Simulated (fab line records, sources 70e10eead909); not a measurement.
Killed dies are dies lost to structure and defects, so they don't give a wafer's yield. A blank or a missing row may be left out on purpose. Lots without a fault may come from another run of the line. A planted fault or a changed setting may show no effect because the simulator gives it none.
One fault seen from 2 desks | flow nand_harc | each desk has only its own numbers; what lay behind them comes last

THE METROLOGY DESK
What the gauges read, lot by lot, whatever tool the lot ran on: means of the sampled wafers that have a number. A lot is out of limits, marked OUT, if its mean lies more than 4 standard deviations from the usual mean; the brackets give that distance.
Columns: A = overlay_x_nm at NHARC_A_CHANNEL_HOLE_D2_OVL_MEAS_11, usual 0.0 nm; B = overlay_y_nm at NHARC_A_CHANNEL_HOLE_D2_OVL_MEAS_11, usual 0.1 nm
lot  | first seen here | A    | B
L303 | day 14 00:49    | -0.2 | 0.5
L304 | day 14 02:07    | 0.4  | 0.1
L305 | day 15 07:14    | 0.7  | -0.2
L306 | day 15 07:23    | 0.2  | 0.5
L316 | day 19 03:14    | 0.6  | -1.4
L314 | day 19 05:11    | -1.3 | 0.8
L317 | day 20 04:02    | -1.6 | 1.5
L318 | day 20 07:45    | -0.0 | -1.6
L320 | day 20 19:13    | -0.1 | -0.6
L321 | day 21 23:58    | -0.6 | 0.5
L322 | day 22 00:16    | 0.1  | 0.7
L324 | day 22 21:32    | -1.3 | 1.7
L323 | day 22 22:17    | 1.0  | 1.7
This desk's finding: nothing out of limits on any of the 13 lots.

THE TOOL OWNER'S DESK: litho_track-04
The tool's own readings at NHARC_A_CHANNEL_HOLE_D2_SOFTBAKE_05 (time 55 s): means of the sampled wafers that have a number, for each lot that ran on this tool. A lot is out of limits, marked OUT, if its mean lies more than 4 standard deviations from the usual mean; the brackets give that distance.
Columns: A = heater_power_total_W at NHARC_A_CHANNEL_HOLE_D2_SOFTBAKE_05, usual 188.44 W
lot  | first seen here | A
L303 | day 14 00:00    | 188.47
L304 | day 14 01:00    | 165.46 (-99 or more) OUT
L306 | day 15 06:00    | 165.50 (-99 or more) OUT
L314 | day 19 04:00    | 188.41
L317 | day 20 03:00    | 188.36
L318 | day 20 04:00    | 188.58
L321 | day 21 23:00    | 188.57
L324 | day 22 20:00    | 188.52
This desk's finding: out of limits on L304, L306; first on L304, day 14 01:00 (heater_power_total_W at NHARC_A_CHANNEL_HOLE_D2_SOFTBAKE_05). In limits: L303, L314, L317, L318, L321, L324.

PUT TOGETHER
The tool owner's desk could have raised an alarm at day 14 01:00, on L304, L306.
The metrology desk saw nothing out of limits.
The metrology desk has L304, L306 on record, within its limits.
Of the lots named, all ran NHARC_A_CHANNEL_HOLE_D2_SOFTBAKE_05 on litho_track-04.

WHAT THE SIMULATOR HAD PUT IN
Process parameter drift: litho_track-04, from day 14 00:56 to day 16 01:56, at NHARC_A_CHANNEL_HOLE_D2_SOFTBAKE_05. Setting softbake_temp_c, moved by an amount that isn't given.
Lots struck among those shown: L304, L306.
Hours from the fault's start to each desk's first reading out of limits: the tool owner's desk, 0.
